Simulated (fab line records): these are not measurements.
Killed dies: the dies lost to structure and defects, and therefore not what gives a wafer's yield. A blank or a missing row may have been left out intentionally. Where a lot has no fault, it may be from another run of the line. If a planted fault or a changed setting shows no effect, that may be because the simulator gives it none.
Which of the tools did it?	flow nand_harc	22 lots with 66 wafers sampled at 5 steps, on a route of 1302 steps

## WHAT THE GAUGES READ, wafer by wafer
NHARC_A_BONDPAD_CD_MEAS_13.
lot	measured	on	cd_nm (nm)
L074	day 23 04:38	cd_sem-03	504.6 498.8 499.9
L075	day 23 12:14	cd_sem-01	502.6 500.9 502.0
L076	day 23 20:29	cd_sem-02	500.7 502.0 502.1
L077	day 24 07:48	cd_sem-03	502.4 500.1 498.3
L078	day 24 10:20	cd_sem-03	502.0 501.8 499.2
L080	day 25 12:20	cd_sem-02	502.1 500.4 501.5
L083	day 26 07:48	cd_sem-01	503.3 499.3 499.9
L081	day 26 09:04	cd_sem-01	501.3 497.2 499.4
L082	day 26 09:24	cd_sem-01	502.3 496.1 500.6
L084	day 27 00:24	cd_sem-01	498.3 497.1 501.9
L085	day 27 01:02	cd_sem-02	501.7 501.1 500.7
L087	day 28 08:12	cd_sem-01	503.5 503.5 500.7
L086	day 28 09:23	cd_sem-02	501.8 502.0 501.8
L089	day 28 23:01	cd_sem-03	500.9 497.9 496.0
L088	day 29 03:38	cd_sem-01	500.8 502.2 504.7
L090	day 30 04:47	cd_sem-03	495.9 496.5 497.0
L093	day 30 23:49	cd_sem-03	501.9 500.3 502.7
L092	day 31 00:53	cd_sem-01	499.7 500.4 503.3
L094	day 31 14:35	cd_sem-02	498.9 500.2 501.1
L095	day 31 16:08	cd_sem-03	497.4 498.7 498.6
L096	day 32 05:16	cd_sem-01	496.1 497.5 499.8
L097	day 32 19:36	cd_sem-01	494.7 501.7 495.6

## WHAT TOOL EACH LOT RAN ON (gives the tool, then ch and the chambers of the sampled wafers, and finally the start)
lot	NHARC_A_BLC_ETCH_16	NHARC_A_BLC_CMP_25	NHARC_A_BONDPAD_DEP_00	NHARC_A_BONDPAD_ETCH_34
L074	rie_diel-07 ch 0,1,2, day 22 14:56	cmp-04 ch 0,1,3, day 22 17:23	pecvd-03 ch 0,1, day 23 02:43	rie_diel-10 ch 0,2,3, day 23 04:24
L075	rie_diel-04 ch 1,2,3, day 22 23:19	cmp-01 ch 0,1,2, day 23 01:49	pecvd-02 ch 1,2, day 23 10:36	rie_diel-10 ch 0,1,3, day 23 11:59
L076	rie_diel-07 ch 1,2,3, day 23 07:33	cmp-04 ch 0,1,3, day 23 10:03	pecvd-03 ch 1,2, day 23 18:52	rie_diel-01 ch 0,1,2, day 23 20:16
L077	rie_diel-04 ch 2,3, day 23 18:29	cmp-01 ch 0,1,2, day 23 21:01	pecvd-02 ch 0,1, day 24 06:10	rie_diel-10 ch 0,1, day 24 07:34
L078	rie_diel-04 ch 1,2,3, day 23 20:56	cmp-02 ch 1,2,3, day 23 23:24	pecvd-03 ch 0,2, day 24 08:42	rie_diel-10 ch 0,2,3, day 24 10:06
L080	rie_diel-07 ch 1,2,3, day 24 23:23	cmp-02 ch 0,2,3, day 25 01:50	pecvd-02 ch 0,1,2, day 25 10:35	rie_diel-10 ch 0,1,2, day 25 12:07
L083	rie_diel-07 ch 2,3, day 25 18:50	cmp-01 ch 0,1, day 25 21:19	pecvd-02 ch 1,2, day 26 06:16	rie_diel-01 ch 0,1,2, day 26 07:34
L081	rie_diel-02 ch 0,2,3, day 25 19:58	cmp-04 ch 0,3, day 25 22:26	pecvd-02 ch 0,1, day 26 07:14	rie_diel-10 ch 1,2, day 26 08:48
L082	rie_diel-07 ch 0,2,3, day 25 20:13	cmp-01 ch 0,1,3, day 25 22:40	pecvd-01 ch 1,2, day 26 07:38	rie_diel-10 ch 2,3, day 26 09:08
L084	rie_diel-07 ch 0,1, day 26 10:46	cmp-01 ch 2,3, day 26 13:25	pecvd-02 ch 0,1,2, day 26 22:19	rie_diel-01 ch 0,1,2, day 27 00:11
L085	rie_diel-02 ch 0,1,3, day 26 12:04	cmp-01 ch 0,1,3, day 26 14:34	pecvd-02 ch 1,2, day 26 23:17	rie_diel-03 ch 0,1,2, day 27 00:49
L087	rie_diel-04 ch 0,1,3, day 27 18:46	cmp-04 ch 2,3, day 27 21:25	pecvd-02 ch 1,2, day 28 06:37	rie_diel-10 ch 0,1,3, day 28 07:58
L086	rie_diel-07 ch 0,2,3, day 27 20:24	cmp-02 ch 0,1,2, day 27 22:53	pecvd-01 ch 0,2, day 28 09:09 or earlier	rie_diel-03 ch 0,1,3, day 28 09:09
L089	rie_diel-04 ch 0,3, day 28 09:58	cmp-04 ch 0,1,3, day 28 12:28	pecvd-02 ch 0,1,2, day 28 21:17	rie_diel-01 ch 1,2, day 28 22:46
L088	rie_diel-07 ch 0,1,3, day 28 14:49	cmp-02 ch 0,1,3, day 28 17:20	pecvd-02 ch 0,1,2, day 29 01:58	rie_diel-10 ch 0,3, day 29 03:23
L090	rie_diel-07 ch 1,2,3, day 29 15:11	cmp-01 ch 0,1,2, day 29 17:53	pecvd-01 ch 0,1,2, day 30 03:10	rie_diel-10 ch 1,2,3, day 30 04:34
L093	rie_diel-04 ch 0,1,2, day 30 10:47	cmp-01 ch 2,3, day 30 13:19	pecvd-02 ch 0,2, day 30 22:04	rie_diel-10 ch 0,1, day 30 23:35
L092	rie_diel-02 ch 0,1,2, day 30 11:11	cmp-04 ch 0,1,2, day 30 14:05	pecvd-03 ch 0,1,2, day 31 00:40 or earlier	rie_diel-03 ch 1,3, day 31 00:40
L094	rie_diel-07 ch 0,2,3, day 31 01:15	cmp-02 ch 1,2,3, day 31 03:44	pecvd-02 ch 0,1,2, day 31 12:58	rie_diel-10 ch 0,1, day 31 14:20
L095	rie_diel-07 ch 1,2,3, day 31 02:57	cmp-04 ch 0,1, day 31 05:25	pecvd-02 ch 0,1,2, day 31 14:32	rie_diel-10 ch 1,2,3, day 31 15:55
L096	rie_diel-07 ch 0,1,2, day 31 16:13	cmp-01 ch 0,2,3, day 31 18:40	pecvd-01 ch 0,1,2, day 32 03:34	rie_diel-10 ch 0,1,3, day 32 05:03
L097	rie_diel-04 ch 0,2,3, day 32 06:27	cmp-04 ch 0,1,3, day 32 08:56	pecvd-02 ch 0,1,2, day 32 17:50	rie_diel-01 ch 1,2, day 32 19:20
- NHARC_A_BLC_ETCH_16: etches the open film in CF4, target depth 39 nm, time 65 s.
- NHARC_A_BLC_CMP_25: polishes, t overpolish 30 s, target thk 150 nm.
- NHARC_A_BONDPAD_DEP_00: deposits SiCN, target thk 250 nm.
- NHARC_A_BONDPAD_ETCH_34: etches the open film in N2/H2, target depth 60 nm, overetch 18 nm, time 65.91 s.

## WHAT THE TOOLS THEMSELVES READ (means of the sampled wafers that have a number; where no wafer has one, the mark that the record gives instead)
NHARC_A_BLC_ETCH_16.
lot	tool	chamber_pressure_mTorr (mTorr)	drypump_motor_current_A (A)	oes_product_au (a.u.)	rf_vpp_V (V)	showerhead_plenum_p_Torr (Torr)	throttle_valve_pct (%)
L074	rie_diel-07	50.06	5.4	1.015	151.7	1.77	13.282
L075	rie_diel-04	50.00	6.0	1.002	151.1	1.78	13.287
L076	rie_diel-07	49.97	5.6	1.007	150.6	1.71	13.296
L077	rie_diel-04	50.03	6.2	1.014	151.8	1.76	13.282
L078	rie_diel-04	49.96	6.1	1.002	152.3	1.78	13.279
L080	rie_diel-07	50.01	5.6	1.014	149.6	1.71	13.286
L083	rie_diel-07	49.95	5.8	1.031	149.7	1.68	13.280
L081	rie_diel-02	50.00	5.6	0.997	150.7	1.68	13.287
L082	rie_diel-07	50.01	5.5	1.019	150.7	1.74	13.285
L084	rie_diel-07	49.95	5.1	1.016	152.1	1.82	13.288
L085	rie_diel-02	50.03	5.8	1.000	150.7	1.75	13.281
L087	rie_diel-04	50.00	5.9	1.006	151.0	1.76	13.287
L086	rie_diel-07	49.96	5.5	1.022	150.6	1.74	13.278
L089	rie_diel-04	50.00	5.9	1.001	150.1	1.71	13.295
L088	rie_diel-07	49.97	5.4	1.012	151.3	1.75	13.285
L090	rie_diel-07	50.01	5.6	1.025	150.7	1.70	13.291
L093	rie_diel-04	49.98	5.7	0.997	150.4	1.76	13.273
L092	rie_diel-02	50.00	5.8	0.988	151.0	1.72	13.285
L094	rie_diel-07	50.00	5.5	1.009	151.2	1.73	13.277
L095	rie_diel-07	49.98	5.6	1.012	151.3	1.70	13.283
L096	rie_diel-07	49.96	5.4	1.011	151.4	1.76	13.295
L097	rie_diel-04	50.02	6.0	1.002	151.2	1.73	13.286

NHARC_A_BLC_CMP_25.
lot	tool	motor_current_A (A)	overpolish_run_s (s)	slurry_flow_ml_min	time_to_endpoint_s (s)
L074	cmp-04	12.4	29.999	150.3	31
L075	cmp-01	13.2	30.004	150.1	35
L076	cmp-04	12.6	29.993	149.8	29
L077	cmp-01	13.4	30.002	150.2	29
L078	cmp-02	11.8	30.000	149.8	31
L080	cmp-02	11.0	30.003	149.6	32
L083	cmp-01	13.5	30.006	150.0	29
L081	cmp-04	12.4	30.006	150.5	29
L082	cmp-01	12.9	30.001	149.8	28
L084	cmp-01	12.0	29.996	150.0	32
L085	cmp-01	13.0	29.998	149.9	31
L087	cmp-04	12.7	30.007	149.6	31
L086	cmp-02	11.7	30.002	150.3	33
L089	cmp-04	12.2	29.996	150.0	27
L088	cmp-02	12.1	30.002	150.1	31
L090	cmp-01	13.3	29.995	150.1	29
L093	cmp-01	12.4	30.003	150.2	36
L092	cmp-04	12.8	30.009	150.1	31
L094	cmp-02	12.0	30.002	149.8	31
L095	cmp-04	12.7	29.996	150.1	29
L096	cmp-01	12.4	30.003	150.2	32
L097	cmp-04	12.1	30.002	149.7	27

NHARC_A_BONDPAD_DEP_00.
lot	tool	heater_power_w (W)	showerhead_vpp_V (V)
L074	pecvd-03	611	1292
L075	pecvd-02	560	1324
L076	pecvd-03	576	1258
L077	pecvd-02	560	1311
L078	pecvd-03	547	1295
L080	pecvd-02	588	1338
L083	pecvd-02	543	1314
L081	pecvd-02	619	1303
L082	pecvd-01	526	1398
L084	pecvd-02	580	1309
L085	pecvd-02	544	1329
L087	pecvd-02	564	1328
L086	pecvd-01	636	1309
L089	pecvd-02	613	1333
L088	pecvd-02	601	1334
L090	pecvd-01	552	1351
L093	pecvd-02	675	1314
L092	pecvd-03	568	1271
L094	pecvd-02	560	1330
L095	pecvd-02	610	1316
L096	pecvd-01	523	1358
L097	pecvd-02	594	1320

NHARC_A_BONDPAD_ETCH_34.
lot	tool	chamber_pressure_mTorr (mTorr)	drypump_motor_current_A (A)	h2_flow_sccm (sccm)	oes_product_au (a.u.)	rf_vpp_V (V)	showerhead_plenum_p_Torr (Torr)	throttle_valve_pct (%)
L074	rie_diel-10	30.006	5.7	149.9	1.007	429.2	1.98	14.164
L075	rie_diel-10	30.013	5.7	149.7	1.003	427.8	1.93	14.167
L076	rie_diel-01	29.994	5.9	150.0	0.987	432.5	2.09	14.164
L077	rie_diel-10	30.003	5.6	149.9	0.999	426.7	1.93	14.171
L078	rie_diel-10	30.004	5.8	150.1	1.014	429.5	1.98	14.174
L080	rie_diel-10	30.014	6.0	149.8	1.007	429.6	2.00	14.173
L083	rie_diel-01	29.993	5.9	150.1	1.003	432.4	2.09	14.182
L081	rie_diel-10	29.984	6.3	149.9	0.989	430.7	2.07	14.171
L082	rie_diel-10	29.984	5.8	150.3	1.014	428.7	1.98	14.175
L084	rie_diel-01	29.978	5.9	149.9	1.005	431.4	2.09	14.167
L085	rie_diel-03	29.996	6.0	149.9	1.011	432.3	2.12	14.173
L087	rie_diel-10	30.029	5.7	149.8	1.008	427.3	1.93	14.169
L086	rie_diel-03	30.029	5.9	150.3	1.012	430.9	2.07	14.170
L089	rie_diel-01	29.973	5.6	149.7	0.983	432.7	2.12	14.167
L088	rie_diel-10	29.997	5.4	149.7	1.024	426.8	1.91	14.169
L090	rie_diel-10	29.991	6.1	150.2	1.002	429.2	2.00	14.167
L093	rie_diel-10	29.988	5.6	149.8	1.003	427.2	1.93	14.165
L092	rie_diel-03	29.994	5.9	150.0	0.998	432.8	2.11	14.172
L094	rie_diel-10	29.975	6.0	149.6	0.994	429.1	1.94	14.163
L095	rie_diel-10	29.979	6.1	149.9	0.998	428.9	2.00	14.169
L096	rie_diel-10	30.001	5.7	150.3	1.006	428.0	1.93	14.169
L097	rie_diel-01	30.006	5.6	150.1	0.985	432.8	2.11	14.167

## THE ANSWER, worked out from the rows above alone
Rule: the usual values come from the lots themselves. The widest of any qualifying gaps counts: lots, ordered by their means at a reading, are off when they make up no more than a third of the lots, leave a main group of 4 or more, and stand apart from it by 3 or more times the standard deviation of that group's means. The tables above print the reading to a certain number of digits; a main group whose means all agree to those digits is not used. Also off: a lot with no number at a reading for which 4 or more lots have one. Where the step has rows for the other lots, those lots are counted as sound. First the gauges in route order, then the tools' own readings, where a lot's mean is used as printed above. At the first step where some lot is off, the reading lying furthest off is the one used; lots without a number count as furthest.
Across all readings shown, no lot is off: no conclusion can be drawn from this.

## WHAT THE SIMULATOR HAD PUT IN
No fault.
